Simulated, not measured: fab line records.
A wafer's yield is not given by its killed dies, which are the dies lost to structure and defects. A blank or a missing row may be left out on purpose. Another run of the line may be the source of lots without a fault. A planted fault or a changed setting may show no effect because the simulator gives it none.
Chamber matching	flow n5 finfet	4 sister chambers for N5_BEOL_M11_DESCUM_16 on rie diel-03
The step chemistry O2, time 7.9 s. 14 wafers are shown with their chamber, then 7 later ones without.

## WAFERS PAIRED WITH THEIR CHAMBERS
wafer	chamber	showerhead plenum p Torr (Torr)	throttle valve pct (%)	oes product au (a.u.)
L074.2	3	2.14	20.02	0.90
L074.5	1	2.14	20.48	0.69
L074.6	2	2.04	20.36	0.81
L076.1	0	2.16	20.51	0.99
L076.2	2	2.04	20.36	0.80
L076.5	1	2.14	20.50	0.68
L082.1	3	2.14	20.04	0.89
L082.5	0	2.15	20.51	0.96
L082.6	1	2.14	20.50	0.68
L080.1	2	2.04	20.37	0.80
L080.3	0	2.15	20.55	0.96
L080.4	3	2.14	20.04	0.89
L084.1	0	2.15	20.51	0.96
L084.3	2	2.04	20.38	0.79

SIGNATURES, as means of the wafers listed above
reading	chamber 0	chamber 1	chamber 2	chamber 3	scatter within a chamber
showerhead plenum p Torr	2.1525	2.1400	2.0400	2.1400	0.00274
throttle valve pct	20.5200	20.4933	20.3675	20.0333	0.0142
oes product au	0.9675	0.6833	0.8000	0.8933	0.01
Rule: distance of a wafer from a chamber = root of the sum over the readings of ((wafer's reading minus chamber's mean) / reading's scatter) squared. The wafer belongs to the nearest chamber; if the next one is less than 2 further off, it can't be placed. The scatter is the square root of a quotient: the sum, over the shown wafers, of each reading's squared deviation from its chamber's mean, divided by wafers minus chambers.

## WAFERS WITH NO CHAMBER GIVEN
wafer	showerhead plenum p Torr (Torr)	throttle valve pct (%)	oes product au (a.u.)
L084.6	2.14	20.03	0.88
L094.2	2.03	20.41	0.77
L094.4	2.13	20.08	0.85
L094.6	2.03	20.41	0.76
L096.2	2.13	20.09	0.85
L096.4	2.13	20.13	0.96
L096.6	2.14	20.59	0.89

## WHICH CHAMBER EACH WENT THROUGH
wafer	from the rows above	in truth
L084.6	3	3
L094.2	2	2
L094.4	3	3
L094.6	2	2
L096.2	3	3
L096.4	3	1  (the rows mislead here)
L096.6	0	0
6 of 7 placed correctly. Not placeable from these rows: 0. Placed wrongly: 1.
